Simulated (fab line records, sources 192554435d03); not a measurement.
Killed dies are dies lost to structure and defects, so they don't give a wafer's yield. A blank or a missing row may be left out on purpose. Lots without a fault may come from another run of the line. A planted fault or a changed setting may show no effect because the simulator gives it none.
fab line records | flow n5_finfet
record lots=7 wafers=21
route steps=1938 shown SD_EPI_P@321 SD_ACTIVATION@330 HKMG_FIN@391 MOL_CONTACT_COAG@523
start_h: hours from the record's first day to the start of the lot's first wafer shown | wait_h: hours since the lot's step before | " the same as in the row above | L1.1+2: a row that stands for several wafers | - no value, or no start given | * or withheld: withheld | < > ~ a bound
route shown NAME@n: a module of which the file shows steps, and the number in the route of the first | usual: mean/standard deviation of fault-free wafers | same: alike in all rows | chamber/n: place in a boat | sites: the reading at each site | _std_site: their standard deviation | _edge_site: outer sites' mean less inner sites' | radius_mm: how far each site lies from the wafer's centre | mask NAME#n: copy n | behind: the tool/chamber that last shaped the wafer | hold: why the lot was held/for how many hours/how that ended | device: the transistor (n, p or np) that didn't switch | end of line: the same wafers' tests at the end of the route | a step without rows: its recipe alone | killed: dies lost to structure and defects at the first sort, not the wafer's yield | map: a wafer's dies, x killed, . not, _ none there
set.NAME: the setting as run; set.NAME@STEP: as run at that earlier step | model.NAME: the simulator's own value behind a step, which no gauge read
lots whose settings were changed on purpose; a table a step, a row a wafer
## steps
# step N5_SD_EPI_P_EPI_21
# recipe material=SiGe:B dopant=B temp_c=550 pressure_torr=20 ambient=H2 time_s=355
# columns lot.wafer tool chamber start_h wait_h set.epi_growth_time_s model.SiGe-B_of_SD_EPI_P_EPI_21.thk_nm
L074.1 epi_rpcvd-04 0 61.05 0.1 388.3 64.8
L074.2 " 0 " " 355 61
L074.3 " 0 " " 355 60.2
L076.1 epi_rpcvd-04 0 69.33 0.2 321.1 57.2
L076.2 " 0 " " 355 60.8
L076.6 " 0 71.73 2.4 321.1 56.4
L083.3+4 epi_rpcvd-01 0 116.06 0.8 319.7 56.8
L083.5 " 0 " " 355 60.6
L089.1+4 epi_rpcvd-04 0 150.82 0.1 355 60.8
L089.5 " 0 152.26 1.5 355 61.4
L092.1 epi_rpcvd-04 0 166.41 0.1 355 60
L092.4 " 0 167.49 1.1 355 61
L092.6 " 0 " " 355 60.6
L095.1 epi_rpcvd-04 0 181.80 0.2 355 60.2
L095.3 " 0 " " 372.3 62.8
L095.4 " 0 " " 372.3 62.6
L096.2+4 epi_rpcvd-04 0 188.08 0.6 355 61.2
L096.5 " 0 189.52 2.0 355 61.6
# step N5_SD_EPI_P_HM_STRIP_48
# recipe chemistry=H3PO4 temp_c=160 material=SiNx target=SiNx target_depth_a=30 overetch_fraction=0.3
# step N5_SD_EPI_P_SRD_49
# recipe dry=ipa_marangoni time_s=30 temp_c=23 rinse_liquid=diw
# step N5_SD_EPI_P_PRECLEAN_24
# recipe chemistry=O3/DIW time_s=45 temp_c=22 o3_ppm=10
# columns lot.wafer tool chamber start_h wait_h set.epi_growth_time_s@SD_EPI_P_EPI_21 model.SiGe-B_of_SD_EPI_P_EPI_21.thk_nm
L074.1 wet_bench-03 6 63.35 0.0 388.3 64.2
L074.2 " 7 " " 355 60.6
L074.3 " 3 " " 355 59.8
L076.1 wet_bench-05 6 72.35 0.0 321.1 56.8
L076.2 " 3 " " 355 60.4
L076.6 " 5 " " 321.1 56
L083.3+4 wet_bench-05 1,3 117.66 0.0 319.7 56.4
L083.5 " 6 " " 355 60.2
L089.1+4 wet_bench-04 4,6 153.13 0.0 355 60.4
L089.5 " 0 " " 355 61
L092.1 wet_bench-05 3 168.71 0.0 355 59.6
L092.4 " 2 " " 355 60.6
L092.6 " 7 " " 355 60.2
L095.1 wet_bench-04 7 184.89 0.0 355 59.8
L095.3 " 3 " " 372.3 62.4
L095.4 " 4 " " 372.3 62
L096.2 wet_bench-04 4 190.62 0.0 355 60.6
L096.4 " 0 " " 355 60.8
L096.5 " 5 " " 355 61.2
# step N5_SD_EPI_P_PRECLEAN_32
# recipe chemistry=dHF time_s=10 dilution=500:1 temp_c=25
# step N5_SD_EPI_P_PRECLEAN_33
# recipe chemistry=SC2 time_s=45 temp_c=35 mix=1:1:50
# step N5_SD_ACTIVATION_RTA_00
# recipe temp_c=975 time_s=0 ambient=N2 idle_temp_c=600 ramp_up_c_per_s=150 ramp_down_c_per_s=60 cool_to_c=600
# step N5_SD_ACTIVATION_LSA_01
# recipe temp_c=1080 time_s=0.0008 ambient=N2
# step N5_SD_ACTIVATION_RS_MEAS_03
# recipe thk_meas_gauge=four-point-probe
# usual RS_SD_N=21.9/0.31 RS_SD_P=56.2/0.83
# columns lot.wafer tool chamber start_h wait_h set.epi_growth_time_s@SD_EPI_P_EPI_21 RS_SD_N[ohm/sq] RS_SD_P[ohm/sq]
L074.1 film_metro-02 - 64.54 0.2 388.3 22.4 52.5
L074.2 " - " " 355 22.4 56.1
L074.3 " - " " 355 22.4 56.4
L076.1 film_metro-02 - 72.87 0.2 321.1 22.2 60.5
L076.2 " - " " 355 22.2 57.0
L076.6 " - " " 321.1 22.1 61.3
L083.3 film_metro-02 - 118.37 0.2 319.7 21.7 60.5
L083.4 " - " " 319.7 22.1 61.5
L083.5 " - " " 355 21.7 56.6
L089.1 film_metro-02 - 153.63 0.2 355 21.8 57.4
L089.4 " - " " 355 21.7 57.2
L089.5 " - " " 355 21.9 55.9
L092.1 film_metro-02 - 169.21 0.2 355 21.6 56.8
L092.4 " - " " 355 21.6 55.8
L092.6 " - " " 355 21.5 56.1
L095.1 film_metro-01 - 185.45 0.2 355 21.8 56.9
L095.3 " - " " 372.3 21.6 54.6
L095.4 " - " " 372.3 21.6 55.0
L096.2 film_metro-02 - 191.27 0.2 355 21.9 55.9
L096.4 " - " " 355 21.9 55.2
L096.5 " - " " 355 21.9 55.1
# step N5_HKMG_FIN_COAT_42
# recipe resist=SiARC temp_c=220 time_s=60 spin_rpm=1500 resist_thk_nm=35
# columns lot.wafer tool chamber start_h wait_h set.spin_rpm model.SiARC_of_HKMG_FIN_COAT_42.thk_nm
L074.1+2 litho_track-05 0 - - 1633 33.6
L074.3 " 0 " " 1500 35
L076.1 litho_track-05 0 - - 1500 35
L076.2 " 0 " " 1500 35.2
L076.6 " 0 " " 1637 33.6
L083.3+4+5 litho_track-04 0 - - 1500 35
L089.1+4 litho_track-04 0 - - 1500 35
L089.5 " 0 " " 1500 35.2
L092.1+4+6 litho_track-01 0 - - 1500 35
L095.1+4 litho_track-05 0 - - 1652 33.2
L095.3 " 0 " " 1500 35
L096.2+4 litho_track-04 0 - - 1668 33
L096.5 " 0 " " 1500 34.8
# step N5_HKMG_FIN_PEB_47
# recipe peb_temp_c=withheld peb_time_s=60 resist=CAR-ArF
# columns lot.wafer tool chamber start_h wait_h set.peb_time_s
L074.1 litho_track-01 0 77.59 0.1 72.7
L074.2+3 " 0 " " 60
L076.1+6 litho_track-05 0 85.99 0.1 68.81
L076.2 " 0 " " 60
L083.3+4+5 litho_track-01 0 134.25 0.0 60
L089.1+4+5 litho_track-04 0 166.22 0.1 60
L092.1 litho_track-04 0 182.21 0.1 60
L092.4+6 " 0 " " 48.93
L095.1+3 litho_track-01 0 198.62 0.1 60
L095.4 " 0 " " 53.09
L096.2 litho_track-01 0 204.76 0.0 60
L096.4+5 " 0 " " 46.97
# step N5_HKMG_FIN_DEVELOP_48
# recipe develop_time_s=30 developer=TMAH resist=CAR-ArF rinse_liquid=diw dry=air_spin dev_temp_c=23
# step N5_HKMG_FIN_CD_MEAS_49
# recipe target_cd_nm=202 landing_energy_ev=500 detector=se_inlens polarity=opening
# usual cd_nm=202.3/0.67
# columns lot.wafer tool chamber start_h wait_h set.peb_time_s@HKMG_FIN_PEB_47 cd_nm
L074.1 cd_sem-01 0 77.65 - 72.7 208.6
L074.2 " 0 " " 60 202.6
L074.3 " 0 " " 60 202.9
L076.1 cd_sem-02 0 86.05 - 68.81 206.4
L076.2 " 0 " " 60 202.6
L076.6 " 0 " " 68.81 206.5
L083.3 cd_sem-03 0 134.32 - 60 202.0
L083.4 " 0 " " 60 202.2
L083.5 " 0 " " 60 202.3
L089.1 cd_sem-01 0 166.28 - 60 202.6
L089.4 " 0 " " 60 202.3
L089.5 " 0 " " 60 202.2
L092.1 cd_sem-03 0 182.28 - 60 203.4
L092.4 " 0 " " 48.93 195.2
L092.6 " 0 " " 48.93 196.5
L095.1 cd_sem-02 0 198.69 - 60 202.9
L095.3 " 0 " " 60 202.4
L095.4 " 0 " " 53.09 198.7
L096.2 cd_sem-01 0 204.82 - 60 203.6
L096.4 " 0 " " 46.97 194.8
L096.5 " 0 " " 46.97 195.8
# step N5_HKMG_FIN_DESCUM_53
# recipe chemistry=O2 time_s=7.9 source_power_w=50 bias_power_w=20 pressure_mtorr=20 rf_frequency_hz=2.712e+07 temp_c=40 resist=CAR-ArF o2_flow_sccm=225
# step N5_HKMG_FIN_ETCH_54
# recipe chemistry=CF4 target=SiARC target_depth_a=455 mask_material=CAR-ArF time_s=75.8 ion_energy_ev=80 pressure_mtorr=40 source_w=545 bias_w=36 Ar_flow_sccm=100 cf4_flow_sccm=100 ends=cleared
# columns lot.wafer tool chamber start_h wait_h set.spin_rpm@HKMG_FIN_COAT_42 model.etch.depth_nm model.CAR-ArF_of_HKMG_FIN_COAT_43.thk_nm
L074.1 rie_diel-02 0 77.88 0.0 1633 33.61 51.8
L074.2 " 1 " " 1633 33.58 51.8
L074.3 " 2 " " 1500 35.06 50.6
L076.1 rie_diel-06 1 86.19 0.0 1500 34.98 51
L076.2 " 3 " " 1500 35.13 50.6
L076.6 " 1 " " 1637 33.56 52.2
L083.3 rie_diel-01 3 134.44 0.0 1500 35.02 50.8
L083.4 " 1 " " 1500 35 51
L083.5 " 0 " " 1500 35.08 50.8
L089.1 rie_diel-06 3 166.41 0.0 1500 35.05 50.8
L089.4 " 0 " " 1500 35.05 51.2
L089.5 " 3 " " 1500 35.2 51
L092.1 rie_diel-02 0 182.41 0.0 1500 34.91 51.4
L092.4 " 3 " " 1500 35.04 51.2
L092.6 " 1 " " 1500 35.01 51.4
L095.1 rie_diel-01 3 199.05 0.0 1652 33.17 52.6
L095.3 " 1 " " 1500 34.98 50.6
L095.4 " 0 " " 1652 33.25 52
L096.2 rie_diel-02 2 204.94 0.0 1668 33.02 52.6
L096.4 " 1 " " 1668 33.05 52.4
L096.5 " 1 " " 1500 34.84 50.6
# step N5_HKMG_FIN_EXPOSE_09
# recipe mask_id=NWFM na=1.35 source_shape=conventional sigma_outer=0.8 polarization=unpolarized target_cd_nm=98 dose_mj=39.25
# columns lot.wafer tool chamber start_h wait_h mask set.dose_mj
L074.1+3 arfi_scanner-01 0 81.02 - NWFM#0 42.06
L074.2 " 0 " " NWFM#0 39.25
L076.1 arfi_scanner-01 0 90.00 - NWFM#0 39.25
L076.2+6 " 0 " " NWFM#0 41.15
L083.3 arfi_scanner-03 0 137.45 - NWFM#0 41.99
L083.4+5 " 0 " " NWFM#0 39.25
L089.1+4+5 arfi_scanner-02 0 169.53 - NWFM#0 39.25
L092.1+4+6 arfi_scanner-03 0 185.56 - NWFM#0 39.25
L095.1+3 arfi_scanner-02 0 202.17 - NWFM#0 37.66
L095.4 " 0 " " NWFM#0 39.25
L096.2+5 arfi_scanner-02 0 208.02 - NWFM#0 37.49
L096.4 " 0 " " NWFM#0 39.25
# step N5_HKMG_FIN_DEVELOP_11
# recipe develop_time_s=30 developer=TMAH resist=CAR-ArF dev_temp_c=23 rinse_liquid=diw dry=air_spin
# columns lot.wafer tool chamber start_h wait_h set.develop_time_s
L074.1 litho_track-05 0 - - 30
L074.2+3 " 0 " " 25.02
L076.1 litho_track-04 0 - - 24.26
L076.2+6 " 0 " " 30
L083.3+4 litho_track-01 0 - - 36.28
L083.5 " 0 " " 30
L089.1+4+5 litho_track-01 0 - - 30
L092.1+4 litho_track-04 0 - - 32.33
L092.6 " 0 " " 30
L095.1+3 litho_track-04 0 - - 36.39
L095.4 " 0 " " 30
L096.2+4+5 litho_track-05 0 - - 30
# step N5_HKMG_FIN_CD_MEAS_12
# recipe target_cd_nm=92.8 landing_energy_ev=500 detector=se_inlens
# usual cd_nm=93.4/0.74
# columns lot.wafer tool chamber start_h wait_h set.dose_mj@HKMG_FIN_EXPOSE_09 cd_nm
L074.1 cd_sem-02 0 81.14 - 42.06 98.2
L074.2 " 0 " " 39.25 93.2
L074.3 " 0 " " 42.06 96.7
L076.1 cd_sem-01 0 90.12 - 39.25 93.2
L076.2 " 0 " " 41.15 96.3
L076.6 " 0 " " 41.15 97.0
L083.3 cd_sem-02 0 137.56 - 41.99 98.5
L083.4 " 0 " " 39.25 94.0
L083.5 " 0 " " 39.25 92.1
L089.1 cd_sem-03 0 169.65 - 39.25 92.5
L089.4 " 0 " " 39.25 93.3
L089.5 " 0 " " 39.25 93.2
L092.1 cd_sem-01 0 185.68 - 39.25 93.9
L092.4 " 0 " " 39.25 93.9
L092.6 " 0 " " 39.25 93.8
L095.1 cd_sem-03 0 202.29 - 37.66 92.8
L095.3 " 0 " " 37.66 92.3
L095.4 " 0 " " 39.25 94.3
L096.2 cd_sem-02 0 208.14 - 37.49 90.2
L096.4 " 0 " " 39.25 92.8
L096.5 " 0 " " 37.49 89.7
# step N5_HKMG_FIN_DESCUM_17
# recipe chemistry=O2 time_s=7.9 source_power_w=50 bias_power_w=20 pressure_mtorr=20 rf_frequency_hz=2.712e+07 temp_c=40 resist=CAR-ArF o2_flow_sccm=225
# columns lot.wafer tool chamber start_h wait_h set.dose_mj@HKMG_FIN_EXPOSE_09 model.HKMG_FIN.cd_nm
L074.1 rie_diel-06 3 81.23 0.0 42.06 98
L074.2 " 2 " " 39.25 93.4
L074.3 " 1 " " 42.06 96.8
L076.1 rie_diel-06 1 90.21 0.0 39.25 93
L076.2 " 3 " " 41.15 96.2
L076.6 " 1 " " 41.15 97
L083.3 rie_diel-06 1 137.65 0.0 41.99 98.4
L083.4 " 2 " " 39.25 94.4
L083.5 " 2 " " 39.25 92.2
L089.1 rie_diel-01 0 169.76 0.1 39.25 92.2
L089.4 " 0 " " 39.25 93
L089.5 " 3 " " 39.25 93.4
L092.1 rie_diel-02 0 185.88 0.1 39.25 94
L092.4 " 1 " " 39.25 93.8
L092.6 " 0 " " 39.25 93.6
L095.1 rie_diel-02 3 202.38 0.0 37.66 93
L095.3 " 2 " " 37.66 92.2
L095.4 " 1 " " 39.25 94
L096.2 rie_diel-01 3 208.23 0.0 37.49 90.4
L096.4 " 0 " " 39.25 93.2
L096.5 " 0 " " 37.49 90.2
# step N5_MOL_CONTACT_COAG_EXPOSE_05
# recipe mask_id=CA na=0.33 source_shape=annular sigma_inner=0.4 sigma_outer=0.8 polarization=unpolarized defocus_nm=0 dose_mj=38.25
# columns lot.wafer tool chamber start_h wait_h mask set.dose_mj
L074.1+3 euv_scanner-02 0 93.11 - CA#0 38.25
L074.2 " 0 " " CA#0 40.4
L076.1+6 euv_scanner-01 0 102.47 - CA#0 38.25
L076.2 " 0 " " CA#0 39.43
L083.3 euv_scanner-01 0 150.10 - CA#0 41.01
L083.4+5 " 0 " " CA#0 38.25
L089.1+4+5 euv_scanner-02 0 183.51 - CA#0 38.25
L092.1+4 euv_scanner-01 0 198.51 - CA#0 35.56
L092.6 " 0 " " CA#0 38.25
L095.1+4 euv_scanner-02 0 214.44 - CA#0 38.25
L095.3 " 0 " " CA#0 36.57
L096.2+5 euv_scanner-01 0 220.39 - CA#0 38.25
L096.4 " 0 " " CA#0 37.12
# step N5_MOL_CONTACT_COAG_PEB_06
# recipe peb_temp_c=100 peb_time_s=60 resist=CAR-EUV
# step N5_MOL_CONTACT_COAG_DEVELOP_07
# recipe develop_time_s=30 developer=TMAH resist=CAR-EUV rinse_liquid=surfactant_rinse dry=air_spin dev_temp_c=23
# step N5_MOL_CONTACT_COAG_CD_MEAS_08
# recipe target_cd_nm=28 landing_energy_ev=500 detector=se_inlens polarity=opening
# usual cd_nm=27.94/0.24
# columns lot.wafer tool chamber start_h wait_h set.dose_mj@MOL_CONTACT_COAG_EXPOSE_05 cd_nm
L074.1 cd_sem-01 0 93.24 - 38.25 28.25
L074.2 " 0 " " 40.4 29.29
L074.3 " 0 " " 38.25 28.37
L076.1 cd_sem-02 0 102.60 - 38.25 27.95
L076.2 " 0 " " 39.43 28.86
L076.6 " 0 " " 38.25 27.74
L083.3 cd_sem-02 0 150.22 - 41.01 29.65
L083.4 " 0 " " 38.25 27.88
L083.5 " 0 " " 38.25 27.82
L089.1 cd_sem-03 0 183.64 - 38.25 27.86
L089.4 " 0 " " 38.25 28.37
L089.5 " 0 " " 38.25 27.70
L092.1 cd_sem-01 0 198.64 - 35.56 26.43
L092.4 " 0 " " 35.56 26.40
L092.6 " 0 " " 38.25 28.03
L095.1 cd_sem-02 0 214.57 - 38.25 28.23
L095.3 " 0 " " 36.57 26.61
L095.4 " 0 " " 38.25 27.82
L096.2 cd_sem-01 0 220.51 - 38.25 28.02
L096.4 " 0 " " 37.12 27.12
L096.5 " 0 " " 38.25 27.52
# step N5_MOL_CONTACT_COAG_DESCUM_13
# recipe chemistry=O2 time_s=7 source_power_w=50 bias_power_w=20 pressure_mtorr=20 rf_frequency_hz=2.712e+07 temp_c=40 resist=CAR-EUV o2_flow_sccm=225
# step N5_MOL_CONTACT_COAG_ETCH_59
# recipe chemistry=N2/H2 target=underlayer target_depth_a=130 mask_material=CAR-EUV time_s=10.4 ion_energy_ev=200 pressure_mtorr=30 source_w=840 bias_w=150 n2_flow_sccm=200 h2_flow_sccm=200 ends=cleared
# columns lot.wafer tool chamber start_h wait_h set.dose_mj@MOL_CONTACT_COAG_EXPOSE_05 model.MOL_CONTACT_COAG.cd_offset_nm
L074.1+3 rie_diel-01 1,2 93.40 0.0 38.25 0
L074.2 " 3 " " 40.4 1.2
L076.1+6 rie_diel-01 2 102.76 0.0 38.25 0
L076.2 " 3 " " 39.43 0.8
L083.3 rie_diel-02 1 150.44 0.0 41.01 1.6
L083.4 " 0 " " 38.25 0.2
L083.5 " 3 " " 38.25 0
L089.1+5 rie_diel-01 0 183.80 0.0 38.25 -0.2
L089.4 " 3 " " 38.25 0
L092.1 rie_diel-06 0 199.02 0.0 35.56 -1.6
L092.4 " 2 " " 35.56 -1.4
L092.6 " 1 " " 38.25 0.2
L095.1 rie_diel-02 3 214.75 0.0 38.25 0
L095.3 " 1 " " 36.57 -1
L095.4 " 0 " " 38.25 -0.2
L096.2 rie_diel-06 1 220.67 0.0 38.25 0
L096.4 " 0 " " 37.12 -1
L096.5 " 2 " " 38.25 -0.2
# step N5_MOL_CONTACT_COAG_ETCH_105
# recipe chemistry=CF4 target=SiARC target_depth_a=156 mask_material=CAR-EUV time_s=26 ion_energy_ev=80 pressure_mtorr=40 source_w=545 bias_w=36 Ar_flow_sccm=100 cf4_flow_sccm=100 ends=cleared
# step N5_MOL_CONTACT_COAG_ETCH_106
# recipe chemistry=N2/H2 target=SOC target_depth_a=800 overetch_a=160 mask_material=SiARC temp_c=40 time_s=120 ion_energy_ev=200 pressure_mtorr=30 source_w=840 bias_w=150 n2_flow_sccm=200 h2_flow_sccm=200
# columns lot.wafer tool chamber start_h wait_h set.dose_mj@MOL_CONTACT_COAG_EXPOSE_05 model.MOL_CONTACT_COAG.cd_offset_nm
L074.1+3 rie_diel-01 1,2 93.45 0.0 38.25 0
L074.2 " 3 " " 40.4 1
L076.1 rie_diel-01 2 102.81 0.0 38.25 0
L076.2 " 3 " " 39.43 0.6
L076.6 " 2 " " 38.25 -0.2
L083.3 rie_diel-02 1 150.49 0.0 41.01 1.8
L083.4 " 0 " " 38.25 0.2
L083.5 " 3 " " 38.25 0
L089.1 rie_diel-01 0 183.85 0.0 38.25 -0.4
L089.4+5 " 3,0 " " 38.25 -0.2
L092.1 rie_diel-06 0 199.06 0.0 35.56 -1.4
L092.4 " 2 " " 35.56 -1.6
L092.6 " 1 " " 38.25 0.2
L095.1+4 rie_diel-02 3,0 214.80 0.0 38.25 -0.4
L095.3 " 1 " " 36.57 -1
L096.2 rie_diel-06 1 220.71 0.0 38.25 -0.2
L096.4 " 0 " " 37.12 -0.8
L096.5 " 2 " " 38.25 -0.4
## key
split step=N5_SD_EPI_P_EPI_21 setting=epi_growth_time_s stated=355 by=wafer
response step=N5_SD_EPI_P_EPI_21 reading=model.SiGe-B_of_SD_EPI_P_EPI_21.thk_nm change=+0.423 per=1% r=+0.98
response step=N5_SD_EPI_P_PRECLEAN_24 reading=model.SiGe-B_of_SD_EPI_P_EPI_21.thk_nm change=+0.415 per=1% r=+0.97
response step=N5_SD_ACTIVATION_RS_MEAS_03 reading=RS_SD_P change=-0.418 per=1% r=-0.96
split step=N5_HKMG_FIN_COAT_42 setting=spin_rpm stated=1500 by=wafer
response step=N5_HKMG_FIN_COAT_42 reading=model.SiARC_of_HKMG_FIN_COAT_42.thk_nm change=-0.165 per=1% r=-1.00
response step=N5_HKMG_FIN_ETCH_54 reading=model.etch.depth_nm change=-0.166 per=1% r=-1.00
response step=N5_HKMG_FIN_ETCH_54 reading=model.CAR-ArF_of_HKMG_FIN_COAT_43.thk_nm change=+0.159 per=1% r=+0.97
split step=N5_HKMG_FIN_PEB_47 setting=peb_time_s stated=60 by=wafer
response step=N5_HKMG_FIN_CD_MEAS_49 reading=cd_nm change=+0.338 per=1% r=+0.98
split step=N5_HKMG_FIN_EXPOSE_09 setting=dose_mj stated=39.25 by=wafer
response step=N5_HKMG_FIN_CD_MEAS_12 reading=cd_nm change=+0.656 per=1% r=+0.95
response step=N5_HKMG_FIN_DESCUM_17 reading=model.HKMG_FIN.cd_nm change=+0.627 per=1% r=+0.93
split step=N5_HKMG_FIN_DEVELOP_11 setting=develop_time_s stated=30 by=wafer
response none clear
split step=N5_MOL_CONTACT_COAG_EXPOSE_05 setting=dose_mj stated=38.25 by=wafer
response step=N5_MOL_CONTACT_COAG_CD_MEAS_08 reading=cd_nm change=+0.241 per=1% r=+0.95
response step=N5_MOL_CONTACT_COAG_ETCH_59 reading=model.MOL_CONTACT_COAG.cd_offset_nm change=+0.226 per=1% r=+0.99
response step=N5_MOL_CONTACT_COAG_ETCH_106 reading=model.MOL_CONTACT_COAG.cd_offset_nm change=+0.212 per=1% r=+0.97
